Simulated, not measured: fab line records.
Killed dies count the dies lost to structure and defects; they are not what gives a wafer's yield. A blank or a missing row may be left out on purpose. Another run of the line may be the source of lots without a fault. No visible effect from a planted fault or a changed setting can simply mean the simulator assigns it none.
Matching of chambers -- flow nandHarc -- pecvd-01 running NHARC_P_M0_PRE_CLEAN_31: 3 sister chambers
The step time 12 s. 6 wafers are shown with their chamber, then 10 later ones without.

WAFERS PAIRED WITH THEIR CHAMBERS
wafer,chamber,heaterPowerW (W),rfFwdPowerW (W)
L080.2,1,595,292.8
L083.6,1,698,292.5
L086.4,0,583,291.6
L086.5,2,604,291.8
L089.1,2,584,291.9
L089.4,0,597,292.8

WAFERS WITHOUT THEIR CHAMBER
wafer,heaterPowerW (W),rfFwdPowerW (W)
L089.6,719,291.7
L090.1,569,293.2
L090.4,634,291.3
L090.5,680,292.5
L091.1,704,292.3
L091.4,738,291.2
L091.6,614,292.7
L093.1,685,293.2
L093.5,684,291.3
L093.6,515,292.2

CHAMBER TAKEN BY EACH
wafer,from the rows above,in truth
L089.6,can't be placed: 1 or 2 or 0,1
L090.1,can't be placed: 0 or 1 or 2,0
L090.4,can't be placed: 2 or 0 or 1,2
L090.5,can't be placed: 1 or 0 or 2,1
L091.1,can't be placed: 1 or 0 or 2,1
L091.4,can't be placed: 1 or 2 or 0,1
L091.6,can't be placed: 1 or 0 or 2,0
L093.1,can't be placed: 1 or 0 or 2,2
L093.5,can't be placed: 2 or 1 or 0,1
L093.6,can't be placed: 0 or 2 or 1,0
Placed correctly: 0 of 10. These rows do not allow placing 10 (true chamber among the candidates in 10). Wrongly placed: 0.
How it was worked out, from the rows above alone: a wafer's distance from a chamber is the root of the sum, over the readings, of the square of ((its reading less the chamber's mean) divided by the reading's scatter). If the next closest chamber is less than 2 further off than the closest, the wafer can't be placed; otherwise it belongs to the closest. The mean given for a chamber averages the wafers shown for that chamber. The scatter: take each reading less its chamber's mean, square it, sum over the shown wafers, divide by the number of wafers less the number of chambers, and take the root.
